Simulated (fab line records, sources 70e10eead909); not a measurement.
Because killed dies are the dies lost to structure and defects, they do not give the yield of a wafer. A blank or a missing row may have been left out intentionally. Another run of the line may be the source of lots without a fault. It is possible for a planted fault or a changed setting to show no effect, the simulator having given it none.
Matching of chambers | flow nand harc | NHARC_A_STAIRCASE_ALD_415 on ald hk-04 has 4 sister chambers
The step deposits SiO2, target thk 30 nm, pulse time 6 s, ald cycles 300. 4 wafers are shown with their chamber, then 7 later ones without.

WAFERS PAIRED WITH THEIR CHAMBERS
wafer  | chamber | heater power w (W)
L942.2 | 1       | 422
L952.1 | 2       | 447
L954.4 | 3       | 533
L954.5 | 0       | 397

WAFERS MISSING THEIR CHAMBER
wafer  | heater power w (W)
L954.6 | 415
L960.1 | 450
L960.2 | 421
L960.4 | 417
L961.1 | 409
L961.3 | 391
L961.5 | 409

CHAMBER TAKEN BY EACH
wafer  | from the rows above     | in truth
L954.6 | can't be placed: 1 or 0 | 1
L960.1 | 2                       | 2
L960.2 | 1                       | 1
L960.4 | can't be placed: 1 or 0 | 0
L961.1 | can't be placed: 0 or 1 | 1
L961.3 | 0                       | 0
L961.5 | can't be placed: 0 or 1 | 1
Correct placement for 3 of the 7. Cannot be placed on the basis of these rows: 4; the candidates contain the true chamber in 4. Number placed wrongly: 0.
How it was worked out, from the rows above alone: a wafer's distance from a chamber is the root of the sum, over the readings, of the square of ((its reading less the chamber's mean) divided by the reading's scatter). If the next closest chamber is less than 2 further off than the closest, the wafer can't be placed; otherwise it belongs to the closest. For every chamber, the mean is computed from those of its wafers that are shown. The scatter: with one shown wafer a chamber, the root of the mean of the squares of how far each hidden wafer lies from its nearest shown one.
